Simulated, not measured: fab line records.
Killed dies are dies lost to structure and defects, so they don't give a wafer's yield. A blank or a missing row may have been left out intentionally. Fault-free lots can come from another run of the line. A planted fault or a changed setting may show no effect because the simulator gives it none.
Chamber matching -- flow n5Finfet -- 3 sister chambers for N5_BEOL_M7_PECVD_70 on pecvd-01
The step deposits SiO2 from TEOS/O2, target thk 20 nm, time 22.7 s. 6 wafers are shown with their chamber, then 8 later ones without.

## WAFERS, EACH WITH ITS CHAMBER
wafer,chamber,throttleValvePct (%),showerheadPlenumPTorr (Torr)
L087.2,0,22.6,8.795
L087.5,0,22.4,8.774
L090.2,2,20.2,8.737
L090.5,2,20.3,8.724
L090.6,1,24.6,8.740
L091.1,1,24.2,8.752

## WAFERS WITHOUT THEIR CHAMBER
wafer,throttleValvePct (%),showerheadPlenumPTorr (Torr)
L091.4,24.5,8.735
L091.5,24.7,8.751
L095.1,22.7,8.768
L095.2,20.4,8.732
L095.3,24.5,8.732
L096.1,22.6,8.755
L096.4,24.7,8.737
L096.5,22.5,8.767

## EACH ONE'S CHAMBER
wafer,from the rows above,in truth
L091.4,1,1
L091.5,1,1
L095.1,0,0
L095.2,2,2
L095.3,1,1
L096.1,0,0
L096.4,1,1
L096.5,0,0
Correct placement for 8 of the 8. Not placeable from these rows: 0. 0 placed wrongly.
How it was worked out, from the rows above alone: a wafer's distance from a chamber is the root of the sum, over the readings, of the square of ((its reading less the chamber's mean) divided by the reading's scatter). If the next closest chamber is less than 2 further off than the closest, the wafer can't be placed; otherwise it belongs to the closest. The mean given for a chamber averages the wafers shown for that chamber. The scatter is the square root of a quotient: the sum, over the shown wafers, of each reading's squared deviation from its chamber's mean, divided by wafers minus chambers.
